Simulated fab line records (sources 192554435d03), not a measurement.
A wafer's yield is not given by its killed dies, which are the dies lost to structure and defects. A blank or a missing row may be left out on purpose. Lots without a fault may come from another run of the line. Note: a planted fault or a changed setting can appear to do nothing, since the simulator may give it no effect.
Comparing a struck lot with a sound one :: flow n5 finfet :: 40 steps out of a route of 1938
Sound: the wafers L648.2, L648.5, L648.6. Wafers struck: L656.1, L656.2, L656.3. At the end, the cause is stated.
Per side, at each step with rows, come the tool, then ch with its chambers, and then its first start. Under that, the readings that differ: sound wafers :: struck wafers :: difference of the means :: sigmas: that difference in standard deviations of wafers without a fault.
alike: words and numbers the same on both sides, and readings whose means are apart by under 2 such deviations; not compared: readings that were withheld, readings missing a value for some wafer, numbers with overlapping values and no deviation given by the record, and bounds like >300 which may hide the same value.
A row with sigmas, a row that says differs or no value, or rows on one side alone: a step with any of these is where the two part. When numbers do not overlap yet have no deviation, they are printed without sigmas and do not part them. A reading that every wafer of one side lacks parts them only if that side has two wafers or more.

first, 12 steps without rows for these wafers: N5_HKMG_FIN_ETCH_54 (etches SiARC in CF4, target depth 45.5 nm, time 75.8 s); N5_HKMG_FIN_ETCH_55 (etches SOC in N2/H2, target depth 240 nm, time 300 s); N5_HKMG_FIN_STRIP_56 (strips in N2/H2); N5_HKMG_FIN_STRIP_57 (strips in CF4); N5_HKMG_FIN_ETCH_58 (etches SOC in N2/H2, target depth 215.8 nm, time 741 s); N5_HKMG_FIN_STRIP_93 (strips SOC in N2/H2, time 20 s); N5_HKMG_FIN_WET_ETCH_76 (etches Al2O3 in dNH4OH, stops on La2O3, target depth 2.25 nm, rinse time 30 s); N5_HKMG_FIN_STRIP_60 (strips in N2/H2, time 360 s); N5_HKMG_FIN_WET_ETCH_77 (etches La2O3 in dHCl, stops on HfO2, target depth 2 nm); N5_HKMG_FIN_WET_ETCH_78 (etches Al2O3 in dNH4OH, stops on La2O3, target depth 4.5 nm, rinse time 30 s); N5_HKMG_FIN_ALD_79 (deposits TiN, target thk 1.5 nm, pulse time 1 s, purge time 3 s); N5_HKMG_FIN_CVD_62 (deposits a-Si from Si2H6, target thk 3 nm, time 20.8 s).
N5_HKMG_FIN_RTA_80: time 2 s.
  sound on rtp anneal-02 ch 0, day 5 16:45; struck on rtp anneal-02 ch 0, day 7 08:55
then, 25 steps without rows for these wafers: N5_HKMG_FIN_PRECLEAN_64 (cleans in dHF, time 30 s); N5_HKMG_FIN_WET_ETCH_65 (etches a-Si in TMAH, stops on TiN, time 49 s, target depth 3 nm); N5_HKMG_FIN_WET_ETCH_81 (etches TiN in SC1, stops on HfO2, time 57 s, target depth 6 nm); N5_HKMG_FIN_WET_ETCH_82 (etches La2O3 in dHCl, stops on HfO2, target depth 2 nm, rinse time 30 s); N5_HKMG_FIN_ALD_36 (deposits TiN, target thk 1 nm, pulse time 1 s, purge time 3 s); N5_HKMG_FIN_PWFM_ALD_03 (deposits TiN, target thk 2 nm, pulse time 1 s, purge time 3 s); N5_HKMG_FIN_COAT_29 (time 60 s, resist thk 300 nm); N5_HKMG_FIN_COAT_30 (time 60 s, resist thk 35 nm); N5_HKMG_FIN_COAT_06 (resist thk 90 nm); N5_HKMG_FIN_EBR_08; N5_HKMG_FIN_SOFTBAKE_07 (time 60 s); N5_HKMG_FIN_EXPOSE_09 (exposes mask NWFM); N5_HKMG_FIN_PEB_10 (peb time 60 s); N5_HKMG_FIN_DEVELOP_11 (develop time 30 s); N5_HKMG_FIN_DESCUM_17 (chemistry O2, time 7.9 s); N5_HKMG_FIN_ETCH_31 (etches SiARC in CF4, target depth 45.5 nm, time 75.8 s); N5_HKMG_FIN_ETCH_32 (etches SOC in N2/H2, target depth 240 nm, time 300 s); N5_HKMG_FIN_STRIP_33 (strips in N2/H2); N5_HKMG_FIN_STRIP_34 (strips in CF4); N5_HKMG_FIN_ETCH_35 (etches SOC in N2/H2, target depth 215.8 nm, time 243.4 s); N5_HKMG_FIN_STRIP_92 (strips SOC in N2/H2, time 20 s); N5_HKMG_FIN_WET_ETCH_18 (etches TiN in SC1, time 55 s, target depth 5.2 nm, rinse time 30 s); N5_HKMG_FIN_STRIP_19 (strips in N2/H2, time 360 s); N5_HKMG_FIN_ALD_91 (deposits TiN, target thk 1 nm, pulse time 1 s, purge time 3 s); N5_HKMG_FIN_COAT_85 (time 60 s, resist thk 300 nm).
-- record jumps: 5 days separate the struck wafers' starts on either side; left off in module HKMG_FIN, taken up again in module BEOL_M4, whose first shown step is the route's number 1111 --
N5_BEOL_M4_RC_MEAS_101:
  sound on prober-02 ch 0, day 9 08:02; struck on prober-01 ch 0, day 11 21:13
reading: IOFF_P (nA/um)
sound: 0.254 0.241 0.226
struck: 0.132 0.152 0.152
difference: -0.095
sigmas: -3

reading: IOFF_P_LONG (nA/um)
sound: 0.000109 0.000104 0.000105
struck: 7.3e-05 7.9e-05 7.7e-05
difference: -3.0e-05
sigmas: -3

reading: ION_P (uA/um)
sound: 472 463 467
struck: 450 441 445
difference: -22
sigmas: -3

reading: VT_N_LVT (mV)
sound: 97.8 99.6 98.9
struck: 87.4 86.4 87.3
difference: -11.7
sigmas: -6

reading: VT_P (mV)
sound: -247 -249 -247
struck: -262 -260 -260
difference: -13
sigmas: -4

reading: VT_P_LONG (mV)
sound: -274 -276 -275
struck: -287 -284 -287
difference: -11
sigmas: -3
  alike: DIBL_N, DIBL_P, IOFF_N, ION_N, SS_N, SS_P, VT_N
-- the record jumps here: 4 days lie between the struck wafers' starts before and after (it left off in module BEOL_M4 and takes up again in module PASSIVATION, whose first step shown is number 1936 of the route) --
N5_PASSIVATION_PROBE_49:
  sound on prober-01 at day 14 00:17; struck on prober-01 at day 15 21:58
  alike: defect limited yield, killed_at_M0_to_M3, killed_at_M4_up, killed at contacts, killed at front end, killed at other, killed dies, killed open, killed short, sort_bin_5_function, sort_bin_6_memory, sort n pass, sort yield pct
  not compared: sort_bin_8_speed

## WHERE THEY PART
N5_BEOL_M4_RC_MEAS_101 only, going by this record. Later steps at which nothing parts them and some readings are alike: N5_PASSIVATION_PROBE_49.

WHY: what had been put in by the simulator
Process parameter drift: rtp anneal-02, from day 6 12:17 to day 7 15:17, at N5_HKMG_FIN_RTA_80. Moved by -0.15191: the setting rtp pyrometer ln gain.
